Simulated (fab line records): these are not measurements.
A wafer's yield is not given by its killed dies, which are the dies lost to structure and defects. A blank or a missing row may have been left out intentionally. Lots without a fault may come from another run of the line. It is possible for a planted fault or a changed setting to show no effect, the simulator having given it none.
Chamber matching || flow nand-harc || 4 sister chambers for NHARC_A_WL_FILL_STRIP_29 on rie-diel-01
The step strips in O2, time 20 s. 18 wafers are shown with their chamber, then 9 later ones without.

== WAFERS, EACH WITH ITS CHAMBER ==
{"wafer": "L074.1", "chamber": 1, "drypump-motor-current-A (A)": 5.57, "oes-product-au (a.u.)": 1.006, "rf-vpp-V (V)": 58.4}
{"wafer": "L074.5", "chamber": 1, "drypump-motor-current-A (A)": 5.58, "oes-product-au (a.u.)": 1.002, "rf-vpp-V (V)": 58.0}
{"wafer": "L074.6", "chamber": 0, "drypump-motor-current-A (A)": 6.03, "oes-product-au (a.u.)": 1.014, "rf-vpp-V (V)": 57.5}
{"wafer": "L078.1", "chamber": 2, "drypump-motor-current-A (A)": 6.11, "oes-product-au (a.u.)": 1.002, "rf-vpp-V (V)": 57.6}
{"wafer": "L078.2", "chamber": 1, "drypump-motor-current-A (A)": 5.64, "oes-product-au (a.u.)": 0.995, "rf-vpp-V (V)": 58.9}
{"wafer": "L078.5", "chamber": 0, "drypump-motor-current-A (A)": 6.03, "oes-product-au (a.u.)": 1.004, "rf-vpp-V (V)": 55.4}
{"wafer": "L081.2", "chamber": 3, "drypump-motor-current-A (A)": 5.45, "oes-product-au (a.u.)": 1.011, "rf-vpp-V (V)": 57.5}
{"wafer": "L081.4", "chamber": 2, "drypump-motor-current-A (A)": 6.09, "oes-product-au (a.u.)": 1.007, "rf-vpp-V (V)": 58.6}
{"wafer": "L081.6", "chamber": 1, "drypump-motor-current-A (A)": 5.60, "oes-product-au (a.u.)": 1.002, "rf-vpp-V (V)": 59.0}
{"wafer": "L088.1", "chamber": 3, "drypump-motor-current-A (A)": 5.45, "oes-product-au (a.u.)": 1.005, "rf-vpp-V (V)": 58.0}
{"wafer": "L088.5", "chamber": 1, "drypump-motor-current-A (A)": 5.56, "oes-product-au (a.u.)": 0.998, "rf-vpp-V (V)": 58.8}
{"wafer": "L088.6", "chamber": 2, "drypump-motor-current-A (A)": 6.11, "oes-product-au (a.u.)": 1.006, "rf-vpp-V (V)": 56.8}
{"wafer": "L090.2", "chamber": 1, "drypump-motor-current-A (A)": 5.61, "oes-product-au (a.u.)": 1.006, "rf-vpp-V (V)": 57.0}
{"wafer": "L090.3", "chamber": 2, "drypump-motor-current-A (A)": 6.11, "oes-product-au (a.u.)": 1.003, "rf-vpp-V (V)": 57.9}
{"wafer": "L090.4", "chamber": 0, "drypump-motor-current-A (A)": 6.04, "oes-product-au (a.u.)": 1.001, "rf-vpp-V (V)": 58.2}
{"wafer": "L091.2", "chamber": 3, "drypump-motor-current-A (A)": 5.46, "oes-product-au (a.u.)": 0.985, "rf-vpp-V (V)": 59.2}
{"wafer": "L091.4", "chamber": 0, "drypump-motor-current-A (A)": 6.07, "oes-product-au (a.u.)": 1.014, "rf-vpp-V (V)": 60.2}
{"wafer": "L091.6", "chamber": 0, "drypump-motor-current-A (A)": 6.04, "oes-product-au (a.u.)": 1.014, "rf-vpp-V (V)": 57.9}

SIGNATURES, as means of the wafers listed above
{"reading": "drypump-motor-current-A", "chamber 0": 6.0420, "chamber 1": 5.5933, "chamber 2": 6.1050, "chamber 3": 5.4533, "scatter within a chamber": 0.0203}
{"reading": "oes-product-au", "chamber 0": 1.00940, "chamber 1": 1.00150, "chamber 2": 1.00450, "chamber 3": 1.00033, "scatter within a chamber": 0.00679}
{"reading": "rf-vpp-V", "chamber 0": 57.840, "chamber 1": 58.350, "chamber 2": 57.725, "chamber 3": 58.233, "scatter within a chamber": 1.13}
Rule: a wafer's distance from a chamber is the root of the sum, over the readings, of the square of ((its reading less the chamber's mean) divided by the reading's scatter). The wafer belongs to the nearest chamber; if the next one is less than 2 further off, it can't be placed. The scatter: take each reading less its chamber's mean, square it, sum over the shown wafers, divide by the number of wafers less the number of chambers, and take the root.

== WAFERS WHOSE CHAMBER IS MISSING ==
{"wafer": "L093.1", "drypump-motor-current-A (A)": 6.08, "oes-product-au (a.u.)": 0.988, "rf-vpp-V (V)": 57.8}
{"wafer": "L093.2", "drypump-motor-current-A (A)": 6.01, "oes-product-au (a.u.)": 1.001, "rf-vpp-V (V)": 56.6}
{"wafer": "L093.4", "drypump-motor-current-A (A)": 5.61, "oes-product-au (a.u.)": 0.989, "rf-vpp-V (V)": 58.0}
{"wafer": "L097.1", "drypump-motor-current-A (A)": 5.45, "oes-product-au (a.u.)": 0.987, "rf-vpp-V (V)": 58.8}
{"wafer": "L097.2", "drypump-motor-current-A (A)": 6.09, "oes-product-au (a.u.)": 1.008, "rf-vpp-V (V)": 56.8}
{"wafer": "L097.3", "drypump-motor-current-A (A)": 6.04, "oes-product-au (a.u.)": 1.011, "rf-vpp-V (V)": 56.9}
{"wafer": "L097.4", "drypump-motor-current-A (A)": 5.59, "oes-product-au (a.u.)": 1.013, "rf-vpp-V (V)": 56.9}
{"wafer": "L097.5", "drypump-motor-current-A (A)": 5.58, "oes-product-au (a.u.)": 1.006, "rf-vpp-V (V)": 57.7}
{"wafer": "L097.6", "drypump-motor-current-A (A)": 6.09, "oes-product-au (a.u.)": 1.005, "rf-vpp-V (V)": 57.9}

== CHAMBER TAKEN BY EACH ==
{"wafer": "L093.1", "from the rows above": "can't be placed: 2 or 0", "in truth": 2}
{"wafer": "L093.2", "from the rows above": 0, "in truth": 0}
{"wafer": "L093.4", "from the rows above": 1, "in truth": 1}
{"wafer": "L097.1", "from the rows above": 3, "in truth": 3}
{"wafer": "L097.2", "from the rows above": "can't be placed: 2 or 0", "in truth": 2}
{"wafer": "L097.3", "from the rows above": 0, "in truth": 0}
{"wafer": "L097.4", "from the rows above": 1, "in truth": 1}
{"wafer": "L097.5", "from the rows above": 1, "in truth": 1}
{"wafer": "L097.6", "from the rows above": "can't be placed: 2 or 0", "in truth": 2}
Placed correctly: 6 of 9. From these rows, 3 cannot be placed; in 3 the true chamber is one of the candidates. Number placed wrongly: 0.
